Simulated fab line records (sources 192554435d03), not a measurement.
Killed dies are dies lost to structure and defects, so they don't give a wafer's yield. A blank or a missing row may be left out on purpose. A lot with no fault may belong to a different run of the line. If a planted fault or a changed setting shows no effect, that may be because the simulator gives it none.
Struck lot and sound lot, side by side :: flow n5_finfet :: 15 steps out of a route of 1938
Sound: the wafers L434.2, L434.5, L434.6. Struck: wafer L446.4 (L446.2, L446.3, from the same lot, were not struck and are left out); the cause is given at the end.
For every step that has rows: the tool of each side, followed by ch and its chambers, followed by its first start. Under that, the readings that differ: sound wafers :: struck wafers :: difference of the means :: sigmas: that difference in standard deviations of wafers without a fault.
alike: words and numbers the same on both sides, and readings whose means are apart by under 2 such deviations; not compared: readings that were withheld, readings missing a value for some wafer, numbers with overlapping values and no deviation given by the record, and bounds like >300 which may hide the same value.
Wherever a step has rows on one side only, a row that says differs or no value, or a row with sigmas, the two part there. Non-overlapping numbers with no deviation appear without sigmas and do not part them. Lack of a reading on every wafer of one side parts them only where that side has two or more wafers.

first, 6 steps without rows for these wafers: N5_BEOL_M3_COAT_05 (resist thk 30 nm); N5_BEOL_M3_EBR_07; N5_BEOL_M3_SOFTBAKE_06 (time 60 s); N5_BEOL_M3_EXPOSE_08 (exposes mask M3); N5_BEOL_M3_PEB_09 (peb time 60 s); N5_BEOL_M3_DEVELOP_10 (develop time 30 s).
N5_BEOL_M3_CD_MEAS_11: target cd 17.05 nm.
  sound on cd_sem-01 ch 0, day 10 00:59; struck on cd_sem-03 ch 0, day 12 14:03
  alike: cd_nm
N5_BEOL_M3_OVL_MEAS_12:
  sound on overlay-02 ch 0, day 10 01:01; struck on overlay-01 ch 0, day 12 14:05
reading: M3_OVL (nm)
sound: 0.6 0.0 -0.2
struck: -1.8
difference: -1.9
sigmas: -2
N5_BEOL_M3_INSPECT_13: inspects for defects (brightfield).
  struck on defect_inspect-01, day 12 14:08; sound on defect_inspect-01, day 10 01:05
  alike: raw_defect_count
N5_BEOL_M3_DESCUM_16: chemistry O2, time 7 s.
  sound on rie_diel-02 ch 0,1, day 10 02:05; struck on rie_diel-02 ch 3, day 12 14:13
  alike: drypump_motor_current_A, oes_product_au, rf_vpp_V, showerhead_plenum_p_Torr, throttle_valve_pct
  not compared: rf_hours_counter_h
N5_BEOL_M3_ETCH_74: etches underlayer in N2/H2, target depth 6.5 nm, time 5.2 s.
  sound on rie_diel-02 ch 0,1, day 10 02:07; struck on rie_diel-02 ch 3, day 12 14:16
  alike: bias_w, drypump_motor_current_A, etch_rf_on_time_s, oes_product_au, rf_vpp_V, showerhead_plenum_p_Torr, throttle_valve_pct
  not compared: rf_hours_counter_h
N5_BEOL_M3_ETCH_63: etches SiARC in CF4, target depth 15.6 nm, time 26 s.
  sound on rie_diel-02 ch 0,1, day 10 02:08; struck on rie_diel-02 ch 3, day 12 14:16
  alike: bias_w, drypump_motor_current_A, etch_rf_on_time_s, oes_product_au, rf_vpp_V, showerhead_plenum_p_Torr, throttle_valve_pct
  not compared: rf_hours_counter_h
N5_BEOL_M3_ETCH_64: etches SOC in N2/H2, target depth 75 nm, overetch 15 nm, time 112.5 s.
  sound on rie_diel-02 ch 0,1, day 10 02:10; struck on rie_diel-02 ch 3, day 12 14:18
reading: bias_w (W)
sound: 150.1 150.1 150.4
struck: 131.6
difference: -18.6
sigmas: -42

reading: rf_vpp_V (V)
sound: 524 521 521
struck: 483
difference: -39
sigmas: -13

reading: model.SiARC_of_BEOL_M3_COAT_62.thk_nm (nm)
sound: 6.8 6.8 6.4
struck: 7.4
difference: +0.7
sigmas: 
  alike: drypump_motor_current_A, oes_product_au, showerhead_plenum_p_Torr, throttle_valve_pct
  not compared: rf_hours_counter_h
then, 1 step without rows for these wafers: N5_BEOL_M3_STRIP_65 (strips in N2/H2).
N5_BEOL_M4_RC_MEAS_101:
  sound on prober-01 ch 0, day 11 16:45; struck on prober-02 ch 0, day 13 16:15
  alike: DIBL_N, DIBL_P, IOFF_N, IOFF_P, ION_N, ION_P, SS_N, SS_P, VT_N, VT_P

== WHERE THEY PART ==
Earliest at N5_BEOL_M3_OVL_MEAS_12; latest, in this record, at N5_BEOL_M3_ETCH_64. Later steps at which nothing parts them and some readings are alike: N5_BEOL_M4_RC_MEAS_101.

WHY: what had been put in by the simulator
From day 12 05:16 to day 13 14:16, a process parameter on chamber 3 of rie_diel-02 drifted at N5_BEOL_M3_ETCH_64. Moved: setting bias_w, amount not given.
